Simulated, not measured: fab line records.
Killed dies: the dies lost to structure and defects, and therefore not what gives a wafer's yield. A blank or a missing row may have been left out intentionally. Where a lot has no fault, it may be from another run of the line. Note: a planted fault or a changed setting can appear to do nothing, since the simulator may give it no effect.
fab line records / flow n5-finfet / part 2 of 2: steps 21 to 27 of 27
record lots=5 wafers=15 last-day=17
route steps=1938 shown MOL_CONTACT_COAG@589
lots with no fault: from the same line, run without faults
start-h: start of the lot's first displayed wafer, in hours after the record's first day / wait-h: time in hours since the lot's previous step / " identical to the entry in the row above / L1.1+2: one row covering several wafers at once / - no value present, or no start provided / * or withheld: withheld / < > ~ a bound
route shown NAME@n: NAME is a module with steps in the file, n the number in the route of the first one / usual: average and standard deviation across the fault-free wafers / same: alike in all rows / chamber/n: place in a boat / sites: the reading at each site / _std_site: standard deviation across them / _edge_site: inner sites' mean taken away from outer sites' mean / radius-mm: how far each site lies from the wafer's centre / mask NAME#n: copy n / behind: tool/chamber where the wafer was last shaped / hold: the reason the lot was held/the length of the hold in hours/how it ended / device: the n, p or np transistor that did not switch / end of line: the same wafers' tests at the end of the route / a step with no rows: only its recipe / killed: not the wafer's yield, but the dies lost to structure and defects at the first sort / map: per-die view of a wafer (x killed, . not killed, _ where there is no die)
set.NAME: the setting as run; set.NAME@STEP: as run at that earlier step / model.NAME: the simulator's own value behind a step, which no gauge read
certain route steps with their lots: each step a table, each wafer a row
services: the hour from which a tool's chamber was out of use, counted from the record's first day as start-h (under 0 if before that day), plus the number of hours and why
## steps
# step N5_MOL_CONTACT_COAG_ETCHBACK_134
# recipe chemistry=CHF3 target=SiO2 target-depth-a=100 time-s=6.7 ion-energy-ev=200 pressure-mtorr=30 source-w=610 bias-w=170 Ar_flow_sccm=200 CHF3_flow_sccm=50
# usual drypump-motor-current-A=5.6/0.4 oes_f_703_au=0.82/0.095 oes-product-au=0.82/0.094 rf-vpp-V=525/10 showerhead-plenum-p-Torr=2.40/0.062 throttle-valve-pct=18.69/0.2
# same time-s=6.7
lot.wafer=L077.1 tool=rie-diel-01 chamber=0 start-h=118.60 wait-h=0.1 drypump-motor-current-A=5.4 oes_f_703_au=0.92 oes-product-au=0.91 rf-hours-counter-h=39 rf-vpp-V=510 showerhead-plenum-p-Torr=2.41 throttle-valve-pct=18.45
lot.wafer=L077.2 tool=rie-diel-01 chamber=3 start-h=118.60 wait-h=0.1 drypump-motor-current-A=5.6 oes_f_703_au=0.70 oes-product-au=0.71 rf-hours-counter-h=198 rf-vpp-V=532 showerhead-plenum-p-Torr=2.46 throttle-valve-pct=18.92
lot.wafer=L077.3 tool=rie-diel-01 chamber=2 start-h=118.60 wait-h=0.1 drypump-motor-current-A=4.9 oes_f_703_au=1.00 oes-product-au=0.99 rf-hours-counter-h=4 rf-vpp-V=541 showerhead-plenum-p-Torr=2.43 throttle-valve-pct=18.39
lot.wafer=L078.1 tool=rie-diel-06 chamber=2 start-h=120.19 wait-h=0.1 drypump-motor-current-A=5.2 oes_f_703_au=0.87 oes-product-au=0.88 rf-hours-counter-h=36 rf-vpp-V=534 showerhead-plenum-p-Torr=2.50 throttle-valve-pct=18.43
lot.wafer=L078.4 tool=rie-diel-06 chamber=1 start-h=120.19 wait-h=0.1 drypump-motor-current-A=6.1 oes_f_703_au=0.73 oes-product-au=0.71 rf-hours-counter-h=195 rf-vpp-V=513 showerhead-plenum-p-Torr=2.27 throttle-valve-pct=18.77
lot.wafer=L078.5 tool=rie-diel-06 chamber=3 start-h=120.19 wait-h=0.1 drypump-motor-current-A=5.1 oes_f_703_au=0.70 oes-product-au=0.70 rf-hours-counter-h=- rf-vpp-V=538 showerhead-plenum-p-Torr=2.45 throttle-valve-pct=18.99
lot.wafer=L085.2 tool=rie-diel-05 chamber=2 start-h=170.41 wait-h=0.1 drypump-motor-current-A=5.8 oes_f_703_au=0.90 oes-product-au=0.89 rf-hours-counter-h=45 rf-vpp-V=531 showerhead-plenum-p-Torr=2.31 throttle-valve-pct=18.75
lot.wafer=L085.3 tool=rie-diel-05 chamber=0 start-h=170.41 wait-h=0.1 drypump-motor-current-A=5.7 oes_f_703_au=0.80 oes-product-au=0.80 rf-hours-counter-h=94 rf-vpp-V=512 showerhead-plenum-p-Torr=2.41 throttle-valve-pct=18.37
lot.wafer=L085.6 tool=rie-diel-05 chamber=2 start-h=170.41 wait-h=0.1 drypump-motor-current-A=5.8 oes_f_703_au=0.90 oes-product-au=0.89 rf-hours-counter-h=- rf-vpp-V=531 showerhead-plenum-p-Torr=2.31 throttle-valve-pct=18.76
lot.wafer=L088.2 tool=rie-diel-01 chamber=2 start-h=182.08 wait-h=0.1 drypump-motor-current-A=4.9 oes_f_703_au=0.93 oes-product-au=0.92 rf-hours-counter-h=29 rf-vpp-V=540 showerhead-plenum-p-Torr=2.42 throttle-valve-pct=18.42
lot.wafer=L088.5 tool=rie-diel-01 chamber=1 start-h=182.08 wait-h=0.1 drypump-motor-current-A=6.1 oes_f_703_au=0.84 oes-product-au=0.83 rf-hours-counter-h=- rf-vpp-V=520 showerhead-plenum-p-Torr=2.41 throttle-valve-pct=18.74
lot.wafer=L088.6 tool=rie-diel-01 chamber=2 start-h=182.08 wait-h=0.1 drypump-motor-current-A=4.9 oes_f_703_au=0.94 oes-product-au=0.92 rf-hours-counter-h=- rf-vpp-V=541 showerhead-plenum-p-Torr=2.42 throttle-valve-pct=18.43
lot.wafer=L097.1 tool=rie-diel-05 chamber=3 start-h=243.78 wait-h=0.2 drypump-motor-current-A=6.3 oes_f_703_au=0.93 oes-product-au=0.92 rf-hours-counter-h=11 rf-vpp-V=516 showerhead-plenum-p-Torr=2.43 throttle-valve-pct=18.59
lot.wafer=L097.4 tool=rie-diel-05 chamber=2 start-h=243.78 wait-h=0.2 drypump-motor-current-A=5.8 oes_f_703_au=0.86 oes-product-au=0.85 rf-hours-counter-h=70 rf-vpp-V=531 showerhead-plenum-p-Torr=2.30 throttle-valve-pct=18.79
lot.wafer=L097.6 tool=rie-diel-05 chamber=0 start-h=243.78 wait-h=0.2 drypump-motor-current-A=5.8 oes_f_703_au=0.77 oes-product-au=0.76 rf-hours-counter-h=- rf-vpp-V=514 showerhead-plenum-p-Torr=2.40 throttle-valve-pct=18.41
# step N5_MOL_CONTACT_COAG_ETCH_67
# recipe chemistry=N2/H2 target=SOC target-depth-a=600 overetch-a=210 mask-material=SiARC temp-c=40 time-s=101.2 ion-energy-ev=200 pressure-mtorr=30 source-w=840 bias-w=150 n2-flow-sccm=200 h2-flow-sccm=200
# usual drypump-motor-current-A=5.6/0.4 oes-product-au=0.68/0.074 rf-vpp-V=524.7/2 showerhead-plenum-p-Torr=2.57/0.071 throttle-valve-pct=17.80/0.2
# same time-s=101.2
lot.wafer=L077.1 tool=rie-diel-01 chamber=0 start-h=118.64 wait-h=0.0 drypump-motor-current-A=5.4 oes-product-au=0.74 rf-hours-counter-h=39 rf-vpp-V=525.4 showerhead-plenum-p-Torr=2.57 throttle-valve-pct=17.54
lot.wafer=L077.2 tool=rie-diel-01 chamber=3 start-h=118.64 wait-h=0.0 drypump-motor-current-A=5.6 oes-product-au=0.59 rf-hours-counter-h=198 rf-vpp-V=526.5 showerhead-plenum-p-Torr=2.62 throttle-valve-pct=17.97
lot.wafer=L077.3 tool=rie-diel-01 chamber=2 start-h=118.64 wait-h=0.0 drypump-motor-current-A=4.9 oes-product-au=0.82 rf-hours-counter-h=4 rf-vpp-V=525.9 showerhead-plenum-p-Torr=2.61 throttle-valve-pct=17.54
lot.wafer=L078.1 tool=rie-diel-06 chamber=2 start-h=120.22 wait-h=0.0 drypump-motor-current-A=5.3 oes-product-au=0.73 rf-hours-counter-h=36 rf-vpp-V=526.7 showerhead-plenum-p-Torr=2.70 throttle-valve-pct=17.61
lot.wafer=L078.4 tool=rie-diel-06 chamber=1 start-h=120.22 wait-h=0.0 drypump-motor-current-A=6.2 oes-product-au=0.60 rf-hours-counter-h=195 rf-vpp-V=519.8 showerhead-plenum-p-Torr=2.41 throttle-valve-pct=17.93
lot.wafer=L078.5 tool=rie-diel-06 chamber=3 start-h=120.22 wait-h=0.0 drypump-motor-current-A=5.1 oes-product-au=0.59 rf-hours-counter-h=- rf-vpp-V=528.0 showerhead-plenum-p-Torr=2.60 throttle-valve-pct=17.95
lot.wafer=L085.2 tool=rie-diel-05 chamber=2 start-h=170.44 wait-h=0.0 drypump-motor-current-A=5.8 oes-product-au=0.73 rf-hours-counter-h=45 rf-vpp-V=522.7 showerhead-plenum-p-Torr=2.48 throttle-valve-pct=17.81
lot.wafer=L085.3 tool=rie-diel-05 chamber=0 start-h=170.44 wait-h=0.0 drypump-motor-current-A=5.7 oes-product-au=0.66 rf-hours-counter-h=94 rf-vpp-V=524.5 showerhead-plenum-p-Torr=2.59 throttle-valve-pct=17.60
lot.wafer=L085.6 tool=rie-diel-05 chamber=2 start-h=170.44 wait-h=0.0 drypump-motor-current-A=5.8 oes-product-au=0.73 rf-hours-counter-h=- rf-vpp-V=521.7 showerhead-plenum-p-Torr=2.48 throttle-valve-pct=17.81
lot.wafer=L088.2 tool=rie-diel-01 chamber=2 start-h=182.11 wait-h=0.0 drypump-motor-current-A=4.9 oes-product-au=0.77 rf-hours-counter-h=29 rf-vpp-V=525.1 showerhead-plenum-p-Torr=2.60 throttle-valve-pct=17.61
lot.wafer=L088.5 tool=rie-diel-01 chamber=1 start-h=182.11 wait-h=0.0 drypump-motor-current-A=6.1 oes-product-au=0.69 rf-hours-counter-h=- rf-vpp-V=524.4 showerhead-plenum-p-Torr=2.55 throttle-valve-pct=17.71
lot.wafer=L088.6 tool=rie-diel-01 chamber=2 start-h=182.11 wait-h=0.0 drypump-motor-current-A=4.9 oes-product-au=0.76 rf-hours-counter-h=- rf-vpp-V=525.2 showerhead-plenum-p-Torr=2.60 throttle-valve-pct=17.60
lot.wafer=L097.1 tool=rie-diel-05 chamber=3 start-h=243.81 wait-h=0.0 drypump-motor-current-A=6.3 oes-product-au=0.76 rf-hours-counter-h=11 rf-vpp-V=526.4 showerhead-plenum-p-Torr=2.62 throttle-valve-pct=17.73
lot.wafer=L097.4 tool=rie-diel-05 chamber=2 start-h=243.81 wait-h=0.0 drypump-motor-current-A=5.8 oes-product-au=0.71 rf-hours-counter-h=70 rf-vpp-V=521.6 showerhead-plenum-p-Torr=2.47 throttle-valve-pct=17.87
lot.wafer=L097.6 tool=rie-diel-05 chamber=0 start-h=243.81 wait-h=0.0 drypump-motor-current-A=5.8 oes-product-au=0.64 rf-hours-counter-h=- rf-vpp-V=524.7 showerhead-plenum-p-Torr=2.58 throttle-valve-pct=17.64
# step N5_MOL_CONTACT_COAG_STRIP_68
# recipe chemistry=N2/H2 temp-c=40 n2-flow-sccm=200 h2-flow-sccm=200 rf-frequency-hz=6e+07
lot.wafer=L077.1+2+3 tool=rie-diel-01 chamber=0,3,2 start-h=118.71 wait-h=0.0
lot.wafer=L078.1+4+5 tool=rie-diel-06 chamber=2,1,3 start-h=120.29 wait-h=0.0
lot.wafer=L085.2+3+6 tool=rie-diel-05 chamber=2,0,2 start-h=170.51 wait-h=0.0
lot.wafer=L088.2+5+6 tool=rie-diel-01 chamber=2,1,2 start-h=182.18 wait-h=0.0
lot.wafer=L097.1+4+6 tool=rie-diel-05 chamber=3,2,0 start-h=243.88 wait-h=0.0
# step N5_MOL_CONTACT_COAG_STRIP_69
# recipe chemistry=N2/H2 temp-c=40 n2-flow-sccm=200 h2-flow-sccm=200 rf-frequency-hz=6e+07
lot.wafer=L077.1+2+3 tool=rie-diel-01 chamber=0,3,2 start-h=118.72 wait-h=0.0
lot.wafer=L078.1+4+5 tool=rie-diel-06 chamber=2,1,3 start-h=120.30 wait-h=0.0
lot.wafer=L085.2+3+6 tool=rie-diel-05 chamber=2,0,2 start-h=170.52 wait-h=0.0
lot.wafer=L088.2+5+6 tool=rie-diel-01 chamber=2,1,2 start-h=182.19 wait-h=0.0
lot.wafer=L097.1+4+6 tool=rie-diel-05 chamber=3,2,0 start-h=243.89 wait-h=0.0
# step N5_MOL_CONTACT_COAG_ETCHBACK_136
# recipe chemistry=CHF3 target=SiO2 target-depth-a=250 time-s=16.7 ion-energy-ev=200 pressure-mtorr=30 source-w=610 bias-w=170 Ar_flow_sccm=200 CHF3_flow_sccm=50
# usual drypump-motor-current-A=5.6/0.4 oes_f_703_au=0.82/0.094 oes-product-au=0.82/0.093 rf-vpp-V=525/10 showerhead-plenum-p-Torr=2.40/0.062 throttle-valve-pct=18.69/0.2
# same time-s=16.7
lot.wafer=L077.1 tool=rie-diel-01 chamber=0 start-h=118.73 wait-h=0.0 drypump-motor-current-A=5.4 oes_f_703_au=0.92 oes-product-au=0.90 rf-hours-counter-h=39 rf-vpp-V=509 showerhead-plenum-p-Torr=2.41 throttle-valve-pct=18.43
lot.wafer=L077.2 tool=rie-diel-01 chamber=3 start-h=118.73 wait-h=0.0 drypump-motor-current-A=5.6 oes_f_703_au=0.69 oes-product-au=0.70 rf-hours-counter-h=198 rf-vpp-V=531 showerhead-plenum-p-Torr=2.46 throttle-valve-pct=18.91
lot.wafer=L077.3 tool=rie-diel-01 chamber=2 start-h=118.73 wait-h=0.0 drypump-motor-current-A=4.9 oes_f_703_au=1.01 oes-product-au=0.99 rf-hours-counter-h=4 rf-vpp-V=539 showerhead-plenum-p-Torr=2.43 throttle-valve-pct=18.38
lot.wafer=L078.1 tool=rie-diel-06 chamber=2 start-h=120.31 wait-h=0.0 drypump-motor-current-A=5.3 oes_f_703_au=0.87 oes-product-au=0.88 rf-hours-counter-h=36 rf-vpp-V=533 showerhead-plenum-p-Torr=2.50 throttle-valve-pct=18.43
lot.wafer=L078.4 tool=rie-diel-06 chamber=1 start-h=120.31 wait-h=0.0 drypump-motor-current-A=6.1 oes_f_703_au=0.72 oes-product-au=0.71 rf-hours-counter-h=195 rf-vpp-V=515 showerhead-plenum-p-Torr=2.27 throttle-valve-pct=18.77
lot.wafer=L078.5 tool=rie-diel-06 chamber=3 start-h=120.31 wait-h=0.0 drypump-motor-current-A=5.1 oes_f_703_au=0.71 oes-product-au=0.70 rf-hours-counter-h=- rf-vpp-V=538 showerhead-plenum-p-Torr=2.45 throttle-valve-pct=19.00
lot.wafer=L085.2 tool=rie-diel-05 chamber=2 start-h=170.53 wait-h=0.0 drypump-motor-current-A=5.8 oes_f_703_au=0.89 oes-product-au=0.89 rf-hours-counter-h=45 rf-vpp-V=533 showerhead-plenum-p-Torr=2.31 throttle-valve-pct=18.73
lot.wafer=L085.3 tool=rie-diel-05 chamber=0 start-h=170.53 wait-h=0.0 drypump-motor-current-A=5.7 oes_f_703_au=0.79 oes-product-au=0.80 rf-hours-counter-h=94 rf-vpp-V=512 showerhead-plenum-p-Torr=2.41 throttle-valve-pct=18.37
lot.wafer=L085.6 tool=rie-diel-05 chamber=2 start-h=170.53 wait-h=0.0 drypump-motor-current-A=5.8 oes_f_703_au=0.91 oes-product-au=0.89 rf-hours-counter-h=- rf-vpp-V=533 showerhead-plenum-p-Torr=2.31 throttle-valve-pct=18.74
lot.wafer=L088.2 tool=rie-diel-01 chamber=2 start-h=182.20 wait-h=0.0 drypump-motor-current-A=4.9 oes_f_703_au=0.94 oes-product-au=0.93 rf-hours-counter-h=29 rf-vpp-V=540 showerhead-plenum-p-Torr=2.42 throttle-valve-pct=18.45
lot.wafer=L088.5 tool=rie-diel-01 chamber=1 start-h=182.20 wait-h=0.0 drypump-motor-current-A=6.1 oes_f_703_au=0.85 oes-product-au=0.83 rf-hours-counter-h=- rf-vpp-V=520 showerhead-plenum-p-Torr=2.41 throttle-valve-pct=18.74
lot.wafer=L088.6 tool=rie-diel-01 chamber=2 start-h=182.20 wait-h=0.0 drypump-motor-current-A=4.9 oes_f_703_au=0.93 oes-product-au=0.93 rf-hours-counter-h=- rf-vpp-V=540 showerhead-plenum-p-Torr=2.42 throttle-valve-pct=18.43
lot.wafer=L097.1 tool=rie-diel-05 chamber=3 start-h=243.90 wait-h=0.0 drypump-motor-current-A=6.2 oes_f_703_au=0.92 oes-product-au=0.91 rf-hours-counter-h=11 rf-vpp-V=517 showerhead-plenum-p-Torr=2.43 throttle-valve-pct=18.58
lot.wafer=L097.4 tool=rie-diel-05 chamber=2 start-h=243.90 wait-h=0.0 drypump-motor-current-A=5.8 oes_f_703_au=0.87 oes-product-au=0.85 rf-hours-counter-h=70 rf-vpp-V=531 showerhead-plenum-p-Torr=2.30 throttle-valve-pct=18.79
lot.wafer=L097.6 tool=rie-diel-05 chamber=0 start-h=243.90 wait-h=0.0 drypump-motor-current-A=5.7 oes_f_703_au=0.77 oes-product-au=0.78 rf-hours-counter-h=- rf-vpp-V=515 showerhead-plenum-p-Torr=2.40 throttle-valve-pct=18.42
# step N5_MOL_CONTACT_COAG_STRIP_120
# recipe chemistry=CHF3 resist=SiARC rf-frequency-hz=6e+07
lot.wafer=L077.1+2+3 tool=rie-diel-01 chamber=0,3,2 start-h=118.75 wait-h=0.0
lot.wafer=L078.1+4+5 tool=rie-diel-06 chamber=2,1,3 start-h=120.33 wait-h=0.0
lot.wafer=L085.2+3+6 tool=rie-diel-05 chamber=2,0,2 start-h=170.55 wait-h=0.0
lot.wafer=L088.2+5+6 tool=rie-diel-01 chamber=2,1,2 start-h=182.22 wait-h=0.0
lot.wafer=L097.1+4+6 tool=rie-diel-05 chamber=3,2,0 start-h=243.92 wait-h=0.0
# step N5_MOL_CONTACT_COAG_VIA_ETCH_117
# recipe chemistry=C4F6/O2 target-depth-a=400 overetch-a=80 mask-material=SOC target=SiO2 bias-w=455 pressure-mtorr=10 time-s=26 source-w=325 Ar_flow_sccm=300 C4F6_flow_sccm=10 O2_flow_sccm=10 ion-energy-ev=575.3 ends=end-point
# usual drypump-motor-current-A=5.6/0.4 oes_f_703_au=0.82/0.098 oes-product-au=0.73/0.076 rf-vpp-V=1588/29 showerhead-plenum-p-Torr=2.86/0.073 throttle-valve-pct=41.2/0.33
lot.wafer=L077.1 tool=rie-diel-01 chamber=0 start-h=118.76 wait-h=0.0 drypump-motor-current-A=5.4 oes_f_703_au=0.94 oes-product-au=0.79 rf-hours-counter-h=39 rf-vpp-V=1548 showerhead-plenum-p-Torr=2.87 throttle-valve-pct=40.6
lot.wafer=L077.2 tool=rie-diel-01 chamber=3 start-h=118.76 wait-h=0.0 drypump-motor-current-A=5.6 oes_f_703_au=0.69 oes-product-au=0.63 rf-hours-counter-h=198 rf-vpp-V=1604 showerhead-plenum-p-Torr=2.93 throttle-valve-pct=41.2
lot.wafer=L077.3 tool=rie-diel-01 chamber=2 start-h=118.76 wait-h=0.0 drypump-motor-current-A=4.9 oes_f_703_au=1.01 oes-product-au=0.87 rf-hours-counter-h=4 rf-vpp-V=1633 showerhead-plenum-p-Torr=2.91 throttle-valve-pct=41.0
lot.wafer=L078.1 tool=rie-diel-06 chamber=2 start-h=120.34 wait-h=0.0 drypump-motor-current-A=5.3 oes_f_703_au=0.89 oes-product-au=0.79 rf-hours-counter-h=36 rf-vpp-V=1614 showerhead-plenum-p-Torr=2.98 throttle-valve-pct=40.6
lot.wafer=L078.4 tool=rie-diel-06 chamber=1 start-h=120.34 wait-h=0.0 drypump-motor-current-A=6.1 oes_f_703_au=0.72 oes-product-au=0.65 rf-hours-counter-h=195 rf-vpp-V=1558 showerhead-plenum-p-Torr=2.72 throttle-valve-pct=41.4
lot.wafer=L078.5 tool=rie-diel-06 chamber=3 start-h=120.34 wait-h=0.0 drypump-motor-current-A=5.1 oes_f_703_au=0.70 oes-product-au=0.63 rf-hours-counter-h=- rf-vpp-V=1626 showerhead-plenum-p-Torr=2.93 throttle-valve-pct=41.4
lot.wafer=L085.2 tool=rie-diel-05 chamber=2 start-h=170.56 wait-h=0.0 drypump-motor-current-A=5.8 oes_f_703_au=0.91 oes-product-au=0.78 rf-hours-counter-h=45 rf-vpp-V=1610 showerhead-plenum-p-Torr=2.76 throttle-valve-pct=41.1
lot.wafer=L085.3 tool=rie-diel-05 chamber=0 start-h=170.56 wait-h=0.0 drypump-motor-current-A=5.7 oes_f_703_au=0.79 oes-product-au=0.72 rf-hours-counter-h=94 rf-vpp-V=1558 showerhead-plenum-p-Torr=2.88 throttle-valve-pct=41.2
lot.wafer=L085.6 tool=rie-diel-05 chamber=2 start-h=170.56 wait-h=0.0 drypump-motor-current-A=5.8 oes_f_703_au=0.91 oes-product-au=0.78 rf-hours-counter-h=- rf-vpp-V=1610 showerhead-plenum-p-Torr=2.76 throttle-valve-pct=41.1
lot.wafer=L088.2 tool=rie-diel-01 chamber=2 start-h=182.23 wait-h=0.0 drypump-motor-current-A=4.9 oes_f_703_au=0.94 oes-product-au=0.82 rf-hours-counter-h=29 rf-vpp-V=1634 showerhead-plenum-p-Torr=2.89 throttle-valve-pct=41.0
lot.wafer=L088.5 tool=rie-diel-01 chamber=1 start-h=182.23 wait-h=0.0 drypump-motor-current-A=6.1 oes_f_703_au=0.85 oes-product-au=0.74 rf-hours-counter-h=- rf-vpp-V=1578 showerhead-plenum-p-Torr=2.88 throttle-valve-pct=41.6
lot.wafer=L088.6 tool=rie-diel-01 chamber=2 start-h=182.23 wait-h=0.0 drypump-motor-current-A=4.9 oes_f_703_au=0.94 oes-product-au=0.81 rf-hours-counter-h=- rf-vpp-V=1633 showerhead-plenum-p-Torr=2.89 throttle-valve-pct=41.0
lot.wafer=L097.1 tool=rie-diel-05 chamber=3 start-h=243.93 wait-h=0.0 drypump-motor-current-A=6.3 oes_f_703_au=0.92 oes-product-au=0.81 rf-hours-counter-h=11 rf-vpp-V=1566 showerhead-plenum-p-Torr=2.90 throttle-valve-pct=41.2
lot.wafer=L097.4 tool=rie-diel-05 chamber=2 start-h=243.93 wait-h=0.0 drypump-motor-current-A=5.8 oes_f_703_au=0.87 oes-product-au=0.75 rf-hours-counter-h=70 rf-vpp-V=1608 showerhead-plenum-p-Torr=2.75 throttle-valve-pct=41.1
lot.wafer=L097.6 tool=rie-diel-05 chamber=0 start-h=243.93 wait-h=0.0 drypump-motor-current-A=5.7 oes_f_703_au=0.76 oes-product-au=0.69 rf-hours-counter-h=- rf-vpp-V=1557 showerhead-plenum-p-Torr=2.87 throttle-valve-pct=41.2
## services
tool=rie-diel-06 chamber=3 start-h=100.54 hours=10.5 kind=repair
tool=euv-scanner-02 chamber=- start-h=110.68 hours=1.0 kind=pm
tool=euv-scanner-01 chamber=- start-h=115.45 hours=0.5 kind=repair
tool=euv-scanner-02 chamber=- start-h=119.63 hours=2.8 kind=repair
tool=rie-diel-06 chamber=- start-h=125.58 hours=28.1 kind=pm
tool=rie-diel-01 chamber=2 start-h=128.72 hours=2.3 kind=repair
tool=euv-scanner-02 chamber=- start-h=132.35 hours=12.0 kind=pm
tool=euv-scanner-01 chamber=- start-h=144.51 hours=1.0 kind=pm
tool=ald-sin-03 chamber=1 start-h=155.05 hours=4.3 kind=repair
tool=ald-sin-04 chamber=3 start-h=161.32 hours=9.1 kind=repair
tool=euv-scanner-02 chamber=- start-h=166.83 hours=1.0 kind=pm
tool=rie-diel-05 chamber=3 start-h=194.37 hours=- kind=clean
tool=rie-diel-05 chamber=3 start-h=194.37 hours=- kind=consumable-replace:focus-ring
tool=euv-scanner-01 chamber=- start-h=200.66 hours=1.0 kind=pm
tool=ald-sin-03 chamber=3 start-h=212.51 hours=5.3 kind=repair
tool=euv-scanner-01 chamber=- start-h=217.55 hours=1.8 kind=repair
tool=plasma-asher-02 chamber=- start-h=219.03 hours=2.8 kind=pm
tool=euv-scanner-02 chamber=- start-h=219.86 hours=6.2 kind=pm
tool=ald-sin-03 chamber=1 start-h=221.01 hours=18.6 kind=repair
tool=ald-sin-04 chamber=1 start-h=221.87 hours=4.1 kind=repair
tool=plasma-asher-02 chamber=- start-h=223.09 hours=2.1 kind=repair
tool=rie-diel-06 chamber=3 start-h=225.92 hours=16.6 kind=repair
tool=euv-scanner-02 chamber=- start-h=226.11 hours=1.0 kind=pm
tool=euv-scanner-01 chamber=- start-h=231.52 hours=4.6 kind=pm
